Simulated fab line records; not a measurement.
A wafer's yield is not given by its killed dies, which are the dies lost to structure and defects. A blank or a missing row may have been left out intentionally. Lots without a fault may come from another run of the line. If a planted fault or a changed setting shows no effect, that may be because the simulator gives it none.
Split-lot trial    flow n5-finfet    route with 1938 steps; 7 lots, 21 wafers read

ON THE SPLIT
At N5_BEOL_M6_COAT_71 (time 60 s, resist thk 5 nm), the setting spin-rpm was moved away from the recipe's 1500 rpm on 8 of the 21 wafers read, by -7.7% to +8.5%. The other wafers ran this setting at the recipe's value.

FROM THE SPLIT TO THE READING: what the file shows between them, 4 steps
- N5_BEOL_M6_COAT_22: resist thk 30 nm (also split here: spin-rpm)
- N5_BEOL_M6_EBR_24
- N5_BEOL_M6_SOFTBAKE_23: time 60 s
- N5_BEOL_M6_DESCUM_33: chemistry O2, time 7 s

THE READING
etch.depth-nm (the simulator's own value, which no gauge read), in nm, at N5_BEOL_M6_ETCH_72 (etches underlayer in N2/H2, target depth 6.5 nm, time 5.2 s). The file gives no usual value for it. Here, 13 wafers ran the recipe; their average is 5.018 nm with a standard deviation of 0.02 nm.

wafer   tool, chamber at the split  spin-rpm as run, rpm  against the recipe  etch.depth-nm, nm  against lot-mates on the recipe
L075.2  litho-track-01, 0           1500                  recipe              5.008              -
L075.3  litho-track-01, 0           1500                  recipe              5.008              -
L075.6  litho-track-01, 0           1500                  recipe              4.995              -
L076.1  litho-track-02, 0           1500                  recipe              5.047              -
L076.2  litho-track-02, 0           1391                  -7.3%               5.217              +0.170
L076.3  litho-track-02, 0           1391                  -7.3%               5.226              +0.179
L077.1  litho-track-01, 0           1500                  recipe              5.014              -
L077.2  litho-track-01, 0           1500                  recipe              5.01               -
L077.3  litho-track-01, 0           1500                  recipe              4.999              -
L083.3  litho-track-01, 0           1588                  +5.9%               4.873              -0.148
L083.4  litho-track-01, 0           1588                  +5.9%               4.855              -0.166
L083.5  litho-track-01, 0           1500                  recipe              5.021              -
L085.2  litho-track-01, 0           1500                  recipe              4.997              -
L085.4  litho-track-01, 0           1384                  -7.7%               5.189              +0.189
L085.6  litho-track-01, 0           1500                  recipe              5.003              -
L092.1  litho-track-02, 0           1628                  +8.5%               4.803              no lot-mate on the recipe
L092.3  litho-track-02, 0           1628                  +8.5%               4.781              no lot-mate on the recipe
L092.6  litho-track-02, 0           1628                  +8.5%               4.8                no lot-mate on the recipe
L096.3  litho-track-04, 0           1500                  recipe              5.028              -
L096.4  litho-track-04, 0           1500                  recipe              5.039              -
L096.5  litho-track-04, 0           1500                  recipe              5.061              -

FIT RESULTS
A straight line over all 21 wafers: etch.depth-nm changes by -0.0261 nm for each +1% of spin-rpm; r = -0.99; the points scatter about the line by 0.019 nm.
The same after taking each lot's own level away (the mean of its wafers on the recipe; 18 wafers): -0.025 nm for each +1%; r = -1.00; scatter 0.0089 nm.
On that fit, the largest move of spin-rpm shifts the reading by 0.21 nm.
The lots' own levels span 5.0000 to 5.0470 nm, that is 2.4 times the standard deviation above.
Consequently the slope shifts little with the lot-to-lot level, the two slopes agreeing.
Check: with one of the wafers moved furthest among these (-7.7%) left out of the fit, the line predicts +0.192 nm for it against its lot-mates. Against them it came out at +0.189 nm.

ADDITIONAL SPLITS CARRIED BY THESE WAFERS
Note: prior to the reading, these wafers also went through further splits. Each is held against what the fit with the lots' levels taken away leaves over:
other split on the same wafers  wafers away from the commonest value  r with etch.depth-nm (lot level and that fit taken away)
N5_BEOL_M5_PECVD_70 time-s      10                                    +0.16
N5_BEOL_M5_COAT_60 spin-rpm     7                                     -0.29
N5_BEOL_M5_COAT_05 spin-rpm     8                                     +0.21
N5_BEOL_M6_COAT_22 spin-rpm     8                                     +0.30

FILE'S OWN FIT
etch.depth-nm changes by -0.0248 nm for each +1% of spin-rpm, r = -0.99.
